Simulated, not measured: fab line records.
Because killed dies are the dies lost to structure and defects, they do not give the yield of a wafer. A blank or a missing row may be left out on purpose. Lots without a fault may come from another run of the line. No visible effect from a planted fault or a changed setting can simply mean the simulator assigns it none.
Which tool did it? ; flow nand_harc ; 12 lots with 36 wafers sampled at 3 steps, on a route of 1302 steps

WHAT EACH GAUGE READ, for each wafer
NHARC_A_SLIT_INSPECT_11.
lot;measured;on;raw_defect_count
L075;day 20 07:03;defect_inspect-01;22 20 20
L077;day 20 20:14;defect_inspect-01;65 53 56
L079;day 22 03:14;defect_inspect-02;21 21 12
L080;day 22 07:59;defect_inspect-02;110 107 119
L082;day 22 19:56;defect_inspect-02;28 27 23
L085;day 23 21:50;defect_inspect-02;98 81 73
L087;day 25 08:55;defect_inspect-02;105 104 105
L089;day 25 21:22;defect_inspect-01;98 94 85
L090;day 26 07:19;defect_inspect-01;58 63 47
L092;day 28 04:37;defect_inspect-01;16 18 25
L095;day 28 21:41;defect_inspect-01;21 13 15
L097;day 29 14:16;defect_inspect-02;92 92 81

WHAT TOOL EACH LOT RAN ON (gives the tool, then ch and the chambers of the sampled wafers, and finally the start)
lot;NHARC_A_STAIRCASE_STRIP_446;NHARC_A_STAIRCASE_ETCHBACK_422
L075;plasma_asher-01 ch 0,1, day 19 13:52;rie_diel-02 ch 0,2,3, day 19 15:09
L077;plasma_asher-01 ch 0,1, day 20 04:25;rie_diel-11 ch 0,2,3, day 20 05:46
L079;plasma_asher-01 ch 0,1, day 21 05:43;rie_diel-11 ch 0,2, day 21 07:01
L080;plasma_asher-01 ch 1, day 21 16:48;rie_diel-13 ch 2,3, day 21 18:08
L082;plasma_asher-02 ch 0,1, day 22 05:29;rie_diel-02 ch 0,1,3, day 22 06:46
L085;plasma_asher-02 ch 0,1, day 23 06:32;rie_diel-02 ch 2,3, day 23 07:53
L087;plasma_asher-02 ch 0, day 24 15:19;rie_diel-02 ch 1,2,3, day 24 16:37
L089;plasma_asher-01 ch 0,1, day 25 06:50;rie_diel-02 ch 0,1,3, day 25 08:10
L090;plasma_asher-01 ch 0,1, day 25 15:58;rie_diel-02 ch 0,1,3, day 25 17:18
L092;plasma_asher-02 ch 0,1, day 27 09:26;rie_diel-02 ch 0,2, day 27 10:47
L095;plasma_asher-01 ch 0,1, day 28 06:16;rie_diel-02 ch 0,2,3, day 28 07:37
L097;plasma_asher-01 ch 0,1, day 28 21:37;rie_diel-02 ch 0,2, day 28 22:55
- NHARC_A_STAIRCASE_STRIP_446: strips in O2.
- NHARC_A_STAIRCASE_ETCHBACK_422: etches the open film in CH3F/O2, target depth 40 nm, time 74.286 s.

THE ANSWER, worked out from the rows above alone
Rule: the lots themselves supply what counts as usual. The widest of any qualifying gaps counts: lots, ordered by their means at a reading, are off when they make up no more than a third of the lots, leave a main group of 4 or more, and stand apart from it by 3 or more times the standard deviation of that group's means. A main group is skipped when, at the precision printed for the reading in the tables above, its means are all equal. A lot without any number at a reading at which 4 lots or more have one is off too. Any other lot the step has rows for is counted as sound.
None of the lots is off at any reading shown; this tells nothing.

WHAT THE SIMULATOR HAD PUT IN
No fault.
